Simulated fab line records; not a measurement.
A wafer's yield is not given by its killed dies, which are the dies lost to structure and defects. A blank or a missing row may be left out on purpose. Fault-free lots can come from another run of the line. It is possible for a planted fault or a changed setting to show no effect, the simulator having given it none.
A struck lot beside a sound one	flow n5_finfet	39 out of 1938 route steps
Sound: these wafers, L654.1, L654.2, L654.6. Struck: wafers L648.1, L648.2, L648.6. The cause comes at the end.
At each step with rows: each side's tool, then ch and its chambers, then its first start. Under that, the readings that differ: sound wafers	struck wafers	difference of the means	sigmas: that difference in standard deviations of wafers without a fault.
alike: a reading whose means differ by less than 2 such deviations, as well as words and numbers matching on both sides. not compared: withheld readings; readings where some wafer has no value; bounds like >300 that might hide an equal value; numbers whose values overlap and for which the record gives no deviation.
A row with sigmas, a row that says differs or no value, or rows on one side alone: a step with any of these is where the two part. Numbers that have no deviation but don't overlap get no sigmas and don't part them. A reading that every wafer of one side lacks parts them only if that side has two wafers or more.

first, 10 steps without rows for these wafers: N5_STI_FIN_REVEAL_PRECLEAN_18 (cleans in SC2, time 45 s); N5_STI_FIN_REVEAL_SRD_28 (time 30 s); N5_DUMMY_GATE_PRECLEAN_00 (cleans in O3/DIW, time 60 s); N5_DUMMY_GATE_SRD_01 (time 30 s); N5_DUMMY_GATE_ALD_02 (deposits SiO2, target thk 2 nm, pulse time 1 s); N5_DUMMY_GATE_CVD_03 (deposits a-Si from SiH4, target thk 150 nm, time 8042 s); N5_DUMMY_GATE_PRECLEAN_46 (cleans in DIW, time 89.5 s); N5_DUMMY_GATE_SRD_47 (dry time 32 s); N5_DUMMY_GATE_CMP_04 (polishes a-Si); N5_DUMMY_GATE_HM_DEP_06 (deposits SiNx from DCS/NH3, target thk 80 nm, time 5141 s).
N5_DUMMY_GATE_PECVD_30: deposits SiO2 from TEOS/O2, target thk 55 nm, time 10.8 s.
  sound on pecvd-03 ch 0,2, day 6 09:38; struck on pecvd-03 ch 1,2, day 5 02:49
reading	sound	struck	difference	sigmas
chamber_pressure_Torr (Torr)	6.475 6.528 6.500	- - -	no value on the struck wafers	
  not compared: since_wet_clean_h
then, 23 steps without rows for these wafers: N5_DUMMY_GATE_COAT_34 (time 60 s, resist thk 60 nm); N5_DUMMY_GATE_COAT_35 (time 60 s, resist thk 10 nm); N5_DUMMY_GATE_COAT_28 (time 60 s, resist thk 10 nm); N5_DUMMY_GATE_COAT_09 (resist thk 30 nm); N5_DUMMY_GATE_EBR_11; N5_DUMMY_GATE_SOFTBAKE_10 (time 60 s); N5_DUMMY_GATE_EXPOSE_12 (exposes mask GATE, target cd 25 nm); N5_DUMMY_GATE_PEB_13 (peb time 60 s); N5_DUMMY_GATE_DEVELOP_14 (develop time 30 s); N5_DUMMY_GATE_DESCUM_20 (chemistry O2, time 6.2 s); N5_DUMMY_GATE_ETCH_29 (etches underlayer in N2/H2, target depth 13 nm); N5_DUMMY_GATE_ETCH_36 (etches SiARC in CF4, target depth 13 nm); N5_DUMMY_GATE_ETCH_37 (etches SOC in N2/H2, target depth 60 nm, overetch 30 nm); N5_DUMMY_GATE_STRIP_38 (strips in N2/H2); N5_DUMMY_GATE_STRIP_39 (strips in N2/H2); N5_DUMMY_GATE_TRIM_49 (chemistry O2, time 29 s, target cd 14 nm); N5_DUMMY_GATE_STRIP_40 (strips in CF4); N5_DUMMY_GATE_ETCH_31 (etches SiO2 in C4F6/O2, target depth 82.5 nm, time 27.5 s); N5_DUMMY_GATE_STRIP_41 (strips in O2); N5_DUMMY_GATE_HM_OPEN_21 (chemistry CH3F/O2, target SiNx, target depth 120 nm, time 171.4 s); N5_DUMMY_GATE_ETCH_32 (etches SiO2 in CF4, target depth 3.5 nm, time 3.9 s); N5_DUMMY_GATE_ETCH_23 (etches poly-Si in HBr/Cl2/O2, target depth 41 nm, time 22.3 s); N5_DUMMY_GATE_ETCH_44 (etches poly-Si in HBr/O2, stops on SiO2, target depth 127.5 nm).
N5_DUMMY_GATE_CD_MEAS_24: target cd 15 nm.
  sound on cd_sem-02, day 6 11:05; struck on cd_sem-02, day 5 04:18
reading	sound	struck	difference	sigmas
cd_nm (nm)	14.6 15.0 15.3	- - -	no value on the struck wafers	
then, 1 step without rows for these wafers: N5_DUMMY_GATE_ETCH_42 (etches SiO2 in CHF3/O2, target depth 3.5 nm, time 31 s).
N5_DUMMY_GATE_INSPECT_27: inspects for defects (brightfield).
  sound on defect_inspect-02, day 6 11:22; struck on defect_inspect-01, day 5 04:42
reading	sound	struck	difference	sigmas
raw_defect_count	260 228 307	2520 2654 2635	+2338	+35
N5_BEOL_M4_RC_MEAS_101:
  the record has rows for the sound wafers here (prober-01 ch 0, day 11 13:44) and none for the struck ones
-- a jump in the record: the struck wafers' starts before and after are 10 days apart (it breaks off in module BEOL_M4 and resumes in module PASSIVATION, where the first step shown is number 1936 of the route) --
N5_PASSIVATION_PROBE_49:
  rows exist in the record for the struck wafers here (prober-01, day 14 21:34), but not for the sound ones

WHERE THEY PART
At N5_DUMMY_GATE_PECVD_30 first; at N5_PASSIVATION_PROBE_49 last (within this record only).

WHY: what had been put in by the simulator
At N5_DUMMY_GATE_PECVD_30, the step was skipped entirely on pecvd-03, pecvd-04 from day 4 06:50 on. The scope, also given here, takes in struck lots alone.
